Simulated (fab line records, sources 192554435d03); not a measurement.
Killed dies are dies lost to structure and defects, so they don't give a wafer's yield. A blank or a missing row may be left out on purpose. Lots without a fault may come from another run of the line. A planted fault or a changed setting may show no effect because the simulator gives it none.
Chamber matching | flow n5_finfet | N5_ZERO_LAYER_PECVD_02 on pecvd-02: 3 sister chambers
The step deposits SiO2 from SiH4/N2O, target thk 10 nm, time 6 s. 6 wafers are shown with their chamber, then 7 later ones without.

WAFERS WITH THEIR CHAMBER
wafer  | chamber | showerhead_plenum_p_Torr (Torr) | heater_power_w (W)
L086.3 | 2       | 8.04                            | 742
L089.1 | 2       | 8.03                            | 675
L089.4 | 0       | 8.01                            | 842
L089.5 | 1       | 7.97                            | 628
L091.2 | 1       | 8.00                            | 575
L091.3 | 0       | 7.98                            | 719

WAFERS WITHOUT THEIR CHAMBER
wafer  | showerhead_plenum_p_Torr (Torr) | heater_power_w (W)
L091.6 | 7.98                            | 730
L094.1 | 7.96                            | 807
L094.5 | 7.95                            | 809
L094.6 | 7.97                            | 632
L095.2 | 8.04                            | 780
L095.3 | 7.96                            | 690
L095.4 | 8.07                            | 783

WHICH CHAMBER EACH WENT THROUGH
wafer  | from the rows above          | in truth
L091.6 | can't be placed: 0 or 1 or 2 | 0
L094.1 | can't be placed: 0 or 1      | 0
L094.5 | can't be placed: 0 or 1      | 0
L094.6 | can't be placed: 1 or 0      | 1
L095.2 | can't be placed: 2 or 0      | 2
L095.3 | can't be placed: 1 or 0      | 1
L095.4 | can't be placed: 2 or 0      | 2
Placed correctly: 0 of 7. Can't be placed from these rows: 7 (the true chamber is among the candidates in 7). Placed wrongly: 0.
How it was worked out, from the rows above alone: a wafer's distance from a chamber is the root of the sum, over the readings, of the square of ((its reading less the chamber's mean) divided by the reading's scatter). The wafer belongs to the nearest chamber; if the next one is less than 2 further off, it can't be placed. A chamber's mean is the mean of its shown wafers. The scatter: the root of (the sum of the squares of (reading less its chamber's mean) over the shown wafers, divided by (wafers less chambers)).
